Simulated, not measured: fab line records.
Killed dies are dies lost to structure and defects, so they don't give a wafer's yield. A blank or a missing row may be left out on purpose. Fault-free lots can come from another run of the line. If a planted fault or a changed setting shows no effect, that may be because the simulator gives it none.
fab line records ; flow nandHarc
[record] lots = 6; wafers = 18; lastDay = 24
route steps=1159 shown A_WL_FILL@816 END@1159
lots untouched by any fault: they come from a run of this same line in which no faults occurred
startH: start of the lot's first displayed wafer, in hours after the record's first day ; waitH: hours since the lot's step before ; " same as the row above ; L1.1+2: several wafers, shown together as one row ; - no value, or no start given ; * or withheld: withheld ; < > ~ a bound
route shown NAME@n: a module of which the file shows steps, and the number in the route of the first ; usual: the fault-free wafers' mean and standard deviation ; same: alike in all rows ; chamber/n: place in a boat ; sites: the reading at each site ; _std_site: how widely they spread, as a standard deviation ; _edge_site: outer sites' mean less inner sites' ; radiusMm: for every site, how far away it sits from the centre of the wafer ; mask NAME#n: copy n ; behind: the tool/chamber that last shaped the wafer ; hold: why the lot was held/for how many hours/how that ended ; device: which transistor (n, p or np) failed to switch ; end of line: at the end of the route, the tests of the same wafers ; a step given without rows: its recipe and nothing more ; killed: dies lost to structure and defects at the first sort, not the wafer's yield ; map: a wafer's dies, marking killed ones x, the rest . and places with no die _
set.NAME: setting as actually run; set.NAME@STEP: the setting as run at that earlier step ; model.NAME: the simulator's own value behind a step, which no gauge read
lots seen at some steps along the route; tables by step, rows by wafer
services: from which hour (startH, from the record's first day; less than 0 if before it) a tool's chamber was out of use, for how many hours, and why
[[steps]]
[step NHARC_A_WL_FILL_STRIP_27]
[recipe] powerW = 1500; tempC = 250; timeS = 20; chemistry = N2/H2
[usual] drypumpMotorCurrentA = 5.4/0.35; heaterPowerW = 320/35
lot.wafer;tool;chamber;startH;waitH;drypumpMotorCurrentA;heaterPowerW;rfHoursCounterH
L965.4;plasmaAsher-01;0;346.34;0.2;5.0;346;-
L965.3;plasmaAsher-01;1;346.34;0.2;5.2;265;-
L965.5;plasmaAsher-01;1;346.34;0.2;5.2;259;-
L963.2;plasmaAsher-01;0;354.31;0.1;5.0;349;26
L963.1;plasmaAsher-01;1;354.31;0.1;5.2;250;26
L963.3;plasmaAsher-01;0;354.31;0.1;5.0;338;-
L972.4;plasmaAsher-01;1;402.42;0.2;5.2;255;-
L972.6;plasmaAsher-01;0;402.42;0.2;5.0;352;-
L972.5;plasmaAsher-01;1;402.42;0.2;5.2;262;-
L973.2;plasmaAsher-02;1;403.37;0.2;5.8;339;12
L973.4;plasmaAsher-02;1;403.37;0.2;5.8;337;-
L973.5;plasmaAsher-02;1;403.37;0.2;5.8;335;-
L975.2;plasmaAsher-02;0;415.75;0.1;5.8;339;15
L975.4;plasmaAsher-02;1;415.75;0.1;5.8;343;-
L975.3;plasmaAsher-02;0;415.75;0.1;5.8;347;-
L984.1;plasmaAsher-02;0;476.84;0.1;5.8;342;36
L984.3;plasmaAsher-02;1;476.84;0.1;5.8;326;-
L984.5;plasmaAsher-02;0;476.84;0.1;5.8;344;-
[step NHARC_A_WL_FILL_STRIP_28]
[recipe] timeS = 1200; tempC = 72.5; chemistry = postEtchResidueRemover
[step NHARC_A_WL_FILL_PRECLEAN_06]
[recipe] timeS = 300; chemistry = DIW
[step NHARC_A_WL_FILL_SRD_07]
[step NHARC_A_WL_FILL_ANNEAL_08]
[recipe] tempC = 450; timeS = 1800
[step NHARC_A_WL_FILL_ALD_10]
[recipe] targetThkA = 500; pulseTimeS = 10; aldCycles = 500; tempC = 300; material = SiO2
[usual] heaterPowerW = 474/45; precursorPulseHeightRel = 0.999/0.021
lot.wafer;tool;chamber;startH;waitH;heaterPowerW;precursorPulseHeightRel
L965.4;aldHk-04;1;351.69;0.2;537;1.017
L965.3;aldHk-04;2;351.69;0.2;450;0.988
L965.5;aldHk-04;2;354.23;2.7;456;0.980
L963.2;aldHk-04;0;359.04;0.1;431;1.028
L963.1;aldHk-04;1;359.04;0.1;520;0.991
L963.3;aldHk-04;2;359.04;0.1;453;0.976
L972.4;aldHk-04;0;407.58;0.1;432;1.008
L972.6;aldHk-04;0;409.63;2.1;433;1.017
L972.5;aldHk-04;1;409.63;2.1;529;0.973
L973.2;aldHk-02;0;409.66;2.1;459;1.019
L973.4;aldHk-02;1;410.70;3.2;532;0.980
L973.5;aldHk-02;3;412.78;5.3;397;0.988
L975.4;aldHk-02;3;423.05;1.8;399;1.033
L975.2;aldHk-02;0;424.08;2.9;455;0.983
L975.3;aldHk-02;1;425.11;3.9;513;0.993
L984.3;aldHk-02;0;482.36;0.0;466;0.994
L984.1;aldHk-02;1;482.36;0.0;543;0.987
L984.5;aldHk-02;0;484.42;2.1;489;0.995
[step NHARC_A_WL_FILL_ETCHBACK_16]
[recipe] targetDepthA = 880; timeS = 17.6; c4f8FlowSccm = withheld; o2FlowSccm = 8; arFlowSccm = withheld; rfW = 600; biasW = 800; chemistry = C4F8/O2/Ar
[usual] oesProductAu = 0.989/0.025; rfVppV = 723/4.2
lot.wafer;tool;chamber;startH;waitH;oesProductAu;rfHoursCounterH;rfVppV
L965.4;rieDiel-08;3;-;-;1.005;1.3;717
L965.3;rieDiel-08;1;-;-;1.012;1.4;720
L965.5;rieDiel-08;0;-;-;1.003;-;724
L963.2;rieDiel-08;0;-;-;0.994;1.7;726
L963.3;rieDiel-08;1;-;-;0.993;1.6;720
L963.1;rieDiel-08;3;-;-;0.999;1.5;717
L972.5;rieDiel-10;3;-;-;0.918;-;724
L972.4;rieDiel-10;1;-;-;0.937;-;720
L972.6;rieDiel-10;2;-;-;0.925;-;730
L973.4;rieDiel-08;1;-;-;1.000;2.8;719
L973.2;rieDiel-08;2;-;-;0.985;2.9;729
L973.5;rieDiel-08;1;-;-;0.993;-;722
L975.2;rieDiel-07;2;-;-;1.007;1.3;725
L975.4;rieDiel-07;3;-;-;0.998;1.0;717
L975.3;rieDiel-07;1;-;-;1.000;1.7;722
L984.1;rieDiel-07;2;-;-;0.994;4.5;724
L984.3;rieDiel-07;0;-;-;0.995;4.8;722
L984.5;rieDiel-07;2;-;-;0.998;-;725
[step NHARC_A_WL_FILL_STRIP_29]
[recipe] timeS = 20; o2FlowSccm = 500; arFlowSccm = 0; biasW = 0; chemistry = O2
[usual] drypumpMotorCurrentA = 5.7/0.42; oesProductAu = 1.001/0.007; rfVppV = 57.8/1; showerheadPlenumPTorr = 3.52/0.14; throttleValvePct = 17.037/0.0091
lot.wafer;tool;chamber;startH;waitH;drypumpMotorCurrentA;oesProductAu;rfHoursCounterH;rfVppV;showerheadPlenumPTorr;throttleValvePct
L965.4;rieDiel-08;3;356.39;0.1;6.2;1.002;1.3;57.7;3.32;17.037
L965.3;rieDiel-08;0;356.39;0.1;6.0;1.003;1.5;58.4;3.56;17.032
L965.5;rieDiel-08;3;356.39;0.1;6.2;1.004;-;58.5;3.32;17.043
L963.3;rieDiel-08;2;363.82;0.1;5.1;0.996;1.4;57.1;3.77;17.040
L963.1;rieDiel-08;3;363.82;0.1;6.2;1.001;1.5;58.0;3.32;17.046
L963.2;rieDiel-08;0;363.82;0.1;6.0;1.007;1.7;57.3;3.56;17.033
L972.5;rieDiel-10;1;412.34;0.1;5.0;1.015;-;57.7;3.45;17.049
L972.6;rieDiel-10;2;412.34;0.1;5.2;1.015;-;57.9;3.78;17.024
L972.4;rieDiel-10;3;412.34;0.1;5.6;1.000;-;56.9;3.55;17.055
L973.2;rieDiel-08;0;415.47;0.1;6.0;0.998;3.0;58.7;3.56;17.036
L973.4;rieDiel-08;2;415.47;0.1;5.1;0.988;2.9;56.6;3.77;17.049
L973.5;rieDiel-08;0;415.47;0.1;6.0;1.004;-;57.1;3.56;17.036
L975.4;rieDiel-07;1;430.89;0.1;5.6;1.006;1.7;57.0;3.46;17.044
L975.3;rieDiel-07;2;430.89;0.1;6.1;0.997;1.3;58.1;3.54;17.032
L975.2;rieDiel-07;3;430.89;0.1;5.7;1.000;1.1;58.7;3.34;17.041
L984.3;rieDiel-07;1;487.09;0.1;5.7;0.993;5.0;57.5;3.46;17.025
L984.1;rieDiel-07;3;487.09;0.1;5.7;1.000;3.9;57.8;3.33;17.027
L984.5;rieDiel-07;1;487.09;0.1;5.7;1.003;-;58.4;3.46;17.031
[step NHARC_A_WL_FILL_ETCHBACK_17]
[recipe] targetDepthA = 40; timeS = 26.7; chemistry = Cl2/BCl3
[usual] drypumpMotorCurrentA = 5.5/0.49; oesProductAu = 1.005/0.0074
lot.wafer;tool;chamber;startH;waitH;drypumpMotorCurrentA;oesProductAu;rfHoursCounterH
L965.3;rieMetal-03;0;356.51;-;5.3;1.007;-
L965.4;rieMetal-03;1;356.51;-;5.2;1.007;-
L965.5;rieMetal-03;1;356.51;-;5.2;1.010;-
L963.2;rieMetal-01;0;363.91;-;6.0;0.998;0.9
L963.1;rieMetal-01;1;363.91;-;6.0;1.013;0.9
L963.3;rieMetal-01;0;363.91;-;6.0;1.000;-
L972.4;rieMetal-01;1;412.48;-;6.0;1.005;-
L972.5;rieMetal-01;0;412.48;-;6.0;1.003;-
L972.6;rieMetal-01;1;412.48;-;6.1;1.015;-
L973.2;rieMetal-01;1;415.56;-;6.0;1.017;2.3
L973.4;rieMetal-01;1;415.56;-;6.0;1.025;-
L973.5;rieMetal-01;1;415.56;-;6.0;1.023;-
L975.2;rieMetal-01;0;430.99;-;6.0;1.001;2.6
L975.3;rieMetal-01;1;430.99;-;6.0;1.004;-
L975.4;rieMetal-01;0;430.99;-;6.0;1.003;-
L984.1;rieMetal-02;0;487.19;-;5.6;1.000;2.7
L984.3;rieMetal-02;0;487.19;-;5.6;1.000;-
L984.5;rieMetal-02;1;487.19;-;4.7;1.011;-
[step NHARC_A_WL_FILL_PRECLEAN_18]
[recipe] timeS = 30; chemistry = dHF
[step NHARC_A_WL_FILL_SRD_21]
[step NHARC_A_WL_FILL_CVD_23]
[recipe] targetThkA = 400; tempC = 620; pressureMtorr = 200; timeS = 800; material = poly-Si
[usual] pressureMtorr = 200.0/0.42; runLengthS = 801.8/0.32
lot.wafer;tool;chamber;startH;waitH;pressureMtorr;runLengthS
L965.3;lpcvdPoly-04;0;359.16;2.5;200.6;802.1
L965.4;lpcvdPoly-04;0;359.16;2.5;200.1;802.1
L965.5;lpcvdPoly-04;0;359.16;2.5;200.7;802.1
L963.1;lpcvdPoly-04;0;366.65;2.5;200.4;802.3
L963.2;lpcvdPoly-04;0;366.65;2.5;200.0;802.3
L963.3;lpcvdPoly-04;0;366.65;2.5;200.1;802.3
L972.4;lpcvdPoly-04;-;415.24;2.6;-;-
L972.5;lpcvdPoly-04;-;415.24;2.6;-;-
L972.6;lpcvdPoly-04;-;415.24;2.6;-;-
L973.2;lpcvdPoly-04;-;418.37;2.6;-;-
L973.4;lpcvdPoly-04;-;418.37;2.6;-;-
L973.5;lpcvdPoly-04;-;418.37;2.6;-;-
L975.2;lpcvdPoly-04;0;433.34;2.1;200.5;801.6
L975.3;lpcvdPoly-04;0;433.34;2.1;199.9;801.6
L975.4;lpcvdPoly-04;0;433.34;2.1;200.6;801.6
L984.1;lpcvdPoly-02;0;489.64;2.3;200.1;801.5
L984.3;lpcvdPoly-02;0;489.64;2.3;200.2;801.5
L984.5;lpcvdPoly-02;0;489.64;2.3;200.0;801.5
[step NHARC_A_WL_FILL_ETCHBACK_26]
[recipe] targetDepthA = 520; timeS = 13.3; hbrFlowSccm = 150; rfW = 350; icpW = 350; biasW = 60; chemistry = HBr
[step NHARC_END_SORT_01]
[recipe] tempC = 25
[usual] killedAtArray = 27/11; killedAtOther = 0.8/1.1; killedAtPeriphery = 2.8/1.9; killedDies = 30/11; killedOpen = 3.3/1.8; killedShort = 2.3/1.5
[same] grossDies = 677
lot.wafer;tool;chamber;startH;waitH;killedAtArray;killedAtOther;killedAtPeriphery;killedDies;killedOpen;killedShort
L963.1;prober-01;0;460.69;2.5;14;0;5;19;1;3
L963.2;prober-01;0;461.49;2.8;14;0;2;16;5;0
L963.3;prober-01;0;462.29;3.1;18;0;2;20;2;3
L973.2;prober-01;0;504.25;2.8;26;3;4;33;3;3
L973.4;prober-01;0;505.85;3.4;28;0;1;29;0;2
L973.5;prober-01;0;506.64;3.7;32;3;2;37;6;3
L972.4;prober-02;0;505.88;3.4;23;1;5;29;3;1
L972.5;prober-02;0;506.69;3.7;18;0;3;21;4;2
L972.6;prober-02;0;507.49;4.0;30;1;8;39;6;1
L975.2;prober-01;0;518.23;2.8;28;0;3;31;6;3
L975.3;prober-01;0;519.03;3.1;30;1;1;32;1;1
L975.4;prober-01;0;519.83;3.4;31;1;7;39;5;4
// killed by level:class
L963.1 A_CHANNEL_HOLE_D1:chamberFilmFlake=11 P_STI:chamberFilmFlake=2 P_STI:geometricParticle:short=1 P_GATE:geometricParticle:open=1 P_CONTACT:geometricParticle:short=1 A_SOURCE_PLATE:unspecified:short=1 A_SLIT:chamberFilmFlake=1 A_CONTACT:chamberFilmFlake=1
L963.2 A_CHANNEL_HOLE_D1:chamberFilmFlake=7 A_M0:geometricParticle:open=4 P_STI:chamberFilmFlake=2 A_CONTACT:chamberFilmFlake=2 A_CHANNEL_FILL_D1:geometricParticle:open=1
L963.3 A_CHANNEL_HOLE_D1:chamberFilmFlake=15 A_ONON_D1:geometricParticle:open=2 P_CONTACT:geometricParticle:short=1 P_M1:geometricParticle:short=1 A_WL_FILL:geometricParticle:short=1
L973.2 A_CHANNEL_HOLE_D1:chamberFilmFlake=15 A_STAIRCASE:chamberFilmFlake=6 THIN_TSV:chamberFilmFlake=2 P_STI:geometricParticle:short=1 P_CONTACT:geometricParticle:open=1 P_M0:geometricParticle:open=1 A_CHANNEL_HOLE_D1:geometricParticle:short=1 A_STAIRCASE:geometricParticle:open=1
L973.4 A_CHANNEL_HOLE_D1:chamberFilmFlake=23 A_CONTACT:chamberFilmFlake=3 P_STI:geometricParticle:short=1 A_WL_FILL:geometricParticle:short=1 A_STAIRCASE:chamberFilmFlake=1
L972.4 A_SLIT:chamberFilmFlake=17 A_STAIRCASE:chamberFilmFlake=4 P_ZERO_WELL:chamberFilmFlake=3 P_GATE:geometricParticle:open=1 P_M0:geometricParticle:open=1 A_CHANNEL_FILL_D1:geometricParticle:open=1 A_WL_FILL:geometricParticle:short=1 HYBRID_BOND:latent=1
L973.5 A_CHANNEL_HOLE_D1:chamberFilmFlake=19 A_WL_FILL:chamberFilmFlake=4 A_WL_FILL:geometricParticle:short=2 A_STAIRCASE:chamberFilmFlake=2 THIN_TSV:chamberFilmFlake=2 P_CONTACT:geometricParticle:open=1 P_M0:geometricParticle:open=1 A_ONON_D1:geometricParticle:open=1
L972.5 A_SLIT:chamberFilmFlake=5 A_CHANNEL_HOLE_D1:chamberFilmFlake=4 A_STAIRCASE:chamberFilmFlake=2 P_M0:geometricParticle:open=1 A_ONON_D1:geometricParticle:open=1 A_CHANNEL_FILL_D1:geometricParticle:short=1 A_CHANNEL_FILL_D1:geometricParticle:open=1 A_CONTACT:geometricParticle:short=1
L972.6 A_SLIT:chamberFilmFlake=10 A_STAIRCASE:chamberFilmFlake=8 P_ZERO_WELL:chamberFilmFlake=6 A_WL_FILL:chamberFilmFlake=3 A_CHANNEL_FILL_D1:geometricParticle:open=2 A_M0:geometricParticle:open=2 P_M0:geometricParticle:open=1 A_CONTACT:geometricParticle:short=1
L975.2 A_CHANNEL_HOLE_D1:chamberFilmFlake=8 A_SLIT:chamberFilmFlake=5 A_STAIRCASE:chamberFilmFlake=3 A_ONON_D1:geometricParticle:short=2 A_CONTACT:geometricParticle:open=2 A_CONTACT:chamberFilmFlake=2 P_CONTACT:geometricParticle:open=1 A_ONON_D1:geometricParticle:open=1
L975.3 A_SLIT:chamberFilmFlake=12 A_CHANNEL_HOLE_D1:chamberFilmFlake=10 A_ZERO_WELL:chamberFilmFlake=2 A_STAIRCASE:chamberFilmFlake=2 A_CONTACT:geometricParticle:open=1 A_BLC:geometricParticle:short=1 P_ZERO_WELL:chamberFilmFlake=1 A_WL_FILL:chamberFilmFlake=1
L975.4 A_CHANNEL_HOLE_D1:chamberFilmFlake=13 A_SLIT:chamberFilmFlake=7 P_CONTACT:geometricParticle:short=2 A_M0:geometricParticle:open=2 P_ZERO_WELL:chamberFilmFlake=2 A_WL_FILL:chamberFilmFlake=2 A_CONTACT:chamberFilmFlake=2 P_CONTACT:geometricParticle:open=1
[[services]]
tool;chamber;startH;hours;kind
rieDiel-07;2;328.83;3.9;repair
rieMetal-01;-;332.00;9.0;pm
rieDiel-08;0;335.30;-;clean
rieDiel-08;1;335.30;-;clean
rieDiel-08;2;335.30;-;clean
rieDiel-08;3;335.30;-;clean
rieDiel-10;-;353.50;9.0;pm
rieDiel-08;0;359.80;-;clean
rieDiel-08;1;359.80;-;clean
plasmaAsher-02;-;360.17;9.0;pm
aldHk-04;-;369.05;10.0;pm
rieDiel-08;1;380.56;2.8;repair
rieDiel-07;-;382.85;1.6;repair
rieMetal-02;-;388.03;9.0;pm
rieDiel-07;-;404.39;0.3;repair
rieDiel-07;-;405.23;9.0;pm
rieDiel-10;0;411.03;5.3;repair
rieDiel-08;0;450.57;13.5;repair
rieMetal-03;-;453.00;9.0;pm
plasmaAsher-01;-;453.71;9.0;pm
aldHk-02;-;458.43;10.0;pm
aldHk-04;-;476.02;1.0;repair
rieDiel-08;-;478.80;9.0;pm
rieDiel-07;3;479.40;4.8;repair
[[key]]
[firstSign] step = NHARC_A_WL_FILL_CVD_23; reading = toolRecord; direction = missing
effect none on later readings
metAt NHARC_A_WL_FILL_CVD_23
struckWafers L972.4,L972.5,L972.6,L973.2,L973.4,L973.5
testerLeftOut L972,L973
onsetBetween 366.65 415.24
[fault] kind = skippedStepWhole; tool = lpcvdPoly-04; chamber = -; onsetH = 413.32; steps = NHARC_A_WL_FILL_CVD_23; scope = struckLotsOnly
// testerLeftOut: of these lots the tester's yield and bins aren't shown, on N5 and GAA mostly nor the transistor test; their killed dies are dies lost to structure and defects alone, not to doping, threshold or leakage, so they don't give the yield
